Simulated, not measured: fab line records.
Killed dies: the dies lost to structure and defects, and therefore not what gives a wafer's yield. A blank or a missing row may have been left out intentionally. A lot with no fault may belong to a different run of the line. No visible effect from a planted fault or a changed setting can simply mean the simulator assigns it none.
Which tool did it?	flow nand-harc	6 lots, 18 wafers sampled, at 5 steps of a route of 1302

WHAT EACH GAUGE READ, for each wafer
NHARC_END_SORT_01.
lot	measured	on	killed-at-array
L417	day 25 09:23	prober-02	13 10 16
L427	day 29 23:56	prober-01	38 38 40
L432	day 31 23:45	prober-01	42 664 38

EACH LOT AND THE TOOL THAT RAN IT (in order: tool; ch and the chambers of the sampled wafers; start)
lot	NHARC_A_STAIRCASE_ETCH_292	NHARC_A_STAIRCASE_HM_OPEN_460	NHARC_A_STAIRCASE_ETCH_294	NHARC_A_STAIRCASE_ETCHBACK_416
L417	rie-diel-04 ch 0,1,2, day 17 21:58	rie-diel-04 ch 0,3, day 18 06:57 or earlier	rie-diel-04 ch 0,1,3, day 18 06:57 or earlier	rie-diel-04 ch 1,2, day 18 06:57
L422	rie-diel-10 ch 1,2,3, day 19 14:22	rie-diel-10 ch 0,1,3, day 19 23:10 or earlier	rie-diel-10 ch 0,1,3, day 19 23:10 or earlier	rie-diel-10 ch 1,2,3, day 19 23:10
L425	rie-diel-10 ch 0,2, day 21 08:37	rie-diel-10 ch 0,1, day 21 17:31 or earlier	rie-diel-10 ch 0,1,2, day 21 17:31 or earlier	rie-diel-10 ch 0,3, day 21 17:31
L427	rie-diel-10 ch 0,2,3, day 22 07:07	rie-diel-10 ch 0,1,3, day 22 16:37 or earlier	rie-diel-10 ch 1,2,3, day 22 16:37 or earlier	rie-diel-07 ch 0,1,2, day 22 16:37
L432	rie-diel-10 ch 1,2, day 24 00:43	rie-diel-10 ch 0,1,2, day 24 10:02 or earlier	rie-diel-10 ch 0,2, day 24 10:02 or earlier	rie-diel-10 ch 0,3, day 24 10:02
L437	rie-diel-04 ch 0,1, day 26 20:43	rie-diel-04 ch 0,1,3, day 27 08:10 or earlier	rie-diel-04 ch 0,1,2, day 27 08:10 or earlier	rie-diel-07 ch 0,2, day 27 08:10
- NHARC_A_STAIRCASE_ETCH_292: etches the open film in CF4/CHF3.
- NHARC_A_STAIRCASE_HM_OPEN_460: chemistry O2/COS.
- NHARC_A_STAIRCASE_ETCH_294: etches the open film in C4F8/O2/Ar, target depth 4989 nm, time 1211.6 s.
- NHARC_A_STAIRCASE_ETCHBACK_416: etches the open film in C4F8/O2/Ar, target depth 36 nm, time 7.2 s.

THE ANSWER, worked out from the rows above alone
Rule: usual is defined by the lots themselves. The widest of any qualifying gaps counts: lots, ordered by their means at a reading, are off when they make up no more than a third of the lots, leave a main group of 4 or more, and stand apart from it by 3 or more times the standard deviation of that group's means. Not used: any main group whose means are identical at the precision the tables above print for the reading. A lot without any number at a reading at which 4 lots or more have one is off too. The other lots that the step has rows for count as sound.
Nothing can be told from this: no lot is off at any reading shown.

WHAT THE SIMULATOR PUT IN
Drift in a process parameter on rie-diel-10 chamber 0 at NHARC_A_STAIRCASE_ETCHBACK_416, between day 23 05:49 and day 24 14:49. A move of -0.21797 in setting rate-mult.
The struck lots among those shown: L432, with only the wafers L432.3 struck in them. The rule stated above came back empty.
